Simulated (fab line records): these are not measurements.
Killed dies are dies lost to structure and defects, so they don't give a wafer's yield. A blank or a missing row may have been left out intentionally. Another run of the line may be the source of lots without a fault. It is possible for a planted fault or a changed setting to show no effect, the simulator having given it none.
One fault through the eyes of 2 desks / flow n5Finfet / each desk holds nothing but its own numbers, with what lay behind them at the end

## FOR THE TOOL OWNER'S DESK: pecvd-03
The tool's own readings at N5_BEOL_M0_SAQP_HM_DEP_111 (deposits SiO2 from SiH4/N2O, target thk 12 nm, time 7.2 s): means of the sampled wafers that have a number, for each lot that ran on this tool. Any lot whose mean is over 4 standard deviations away from the usual mean is out of limits and marked OUT; that distance is given in the brackets.
Columns: A = chamberPressureTorr at N5_BEOL_M0_SAQP_HM_DEP_111, usual 0.7502 Torr; B = heaterPowerOuterW at N5_BEOL_M0_SAQP_HM_DEP_111, usual 475 W; C = heaterPowerW at N5_BEOL_M0_SAQP_HM_DEP_111, usual 778 W; D = showerheadPlenumPTorr at N5_BEOL_M0_SAQP_HM_DEP_111, usual 8.10 Torr
lot=L586; first seen here=day 5 13:42; A=0.7490; B=452; C=761; D=8.04
lot=L596; first seen here=day 7 19:25; A=0.7514; B=522; C=844; D=8.05
lot=L597; first seen here=day 8 02:26; A=0.7494; B=477; C=796; D=8.13
lot=L609; first seen here=day 11 02:52; A=0.7499; B=492; C=800; D=8.12
Result from this desk: across the 4 lots, nothing is out of limits.

## AT THE METROLOGY DESK
What the gauges read for every lot (on any tool): the sampled wafers with a number, averaged. Any lot whose mean is over 4 standard deviations away from the usual mean is out of limits and marked OUT; that distance is given in the brackets. 7 of its 11 readings are shown, namely those furthest out on some lot.
Columns: A = cdNm at N5_BEOL_M0_SAQP_CD_MEAS_25, usual 12.82 nm; B = DIBL_N at N5_BEOL_M4_RC_MEAS_101, usual 36.2 mV/V; C = DIBL_P at N5_BEOL_M4_RC_MEAS_101, usual 36.5 mV/V; D = ION_N at N5_BEOL_M4_RC_MEAS_101, usual 675 uA/um; E = SS_N at N5_BEOL_M4_RC_MEAS_101, usual 71.5 mV/dec; F = SS_P at N5_BEOL_M4_RC_MEAS_101, usual 73.4 mV/dec; G = VT_P at N5_BEOL_M4_RC_MEAS_101, usual -250 mV
lot=L586; first seen here=day 5 16:17; A=12.82; B=35.8; C=37.4; D=679; E=71.5; F=72.8; G=-249
lot=L587; first seen here=day 5 18:19; A=12.88; B=37.5; C=38.0; D=681; E=71.8; F=73.7; G=-247
lot=L588; first seen here=day 6 02:06; A=12.94; B=34.5; C=34.4; D=663; E=71.2; F=72.8; G=-254
lot=L589; first seen here=day 6 05:25; A=12.79; B=37.3; C=36.5; D=668; E=72.0; F=73.5; G=-252
lot=L591; first seen here=day 6 19:32; A=12.67; B=37.0; C=36.2; D=667; E=70.7; F=73.4; G=-250
lot=L592; first seen here=day 7 04:42; A=12.79; B=38.5; C=38.5; D=684; E=71.6; F=74.1; G=-251
lot=L593; first seen here=day 7 12:29; A=12.56; B=35.3; C=35.8; D=674; E=71.6; F=73.1; G=-248
lot=L596; first seen here=day 7 21:34; A=12.84; B=34.8; C=34.9; D=675; E=71.1; F=73.1; G=-252
lot=L597; first seen here=day 8 04:24; A=12.88; B=36.5; C=37.4; D=689; E=71.4; F=73.6; G=-249
lot=L601; first seen here=day 9 12:02; A=12.74; B=36.7; C=37.1; D=676; E=71.5; F=73.0; G=-250
lot=L606; first seen here=day 10 17:46; A=12.92; B=37.7; C=36.3; D=666; E=72.3; F=73.5; G=-247
lot=L609; first seen here=day 11 04:57; A=12.81; B=36.9; C=36.8; D=677; E=72.2; F=73.7; G=-248
Result from this desk: across the 12 lots, nothing is out of limits.

## PUT TOGETHER
The tool owner's desk saw nothing out of limits.
At the metrology desk, nothing out of limits was observed.

## WHAT THE SIMULATOR HAD PUT IN
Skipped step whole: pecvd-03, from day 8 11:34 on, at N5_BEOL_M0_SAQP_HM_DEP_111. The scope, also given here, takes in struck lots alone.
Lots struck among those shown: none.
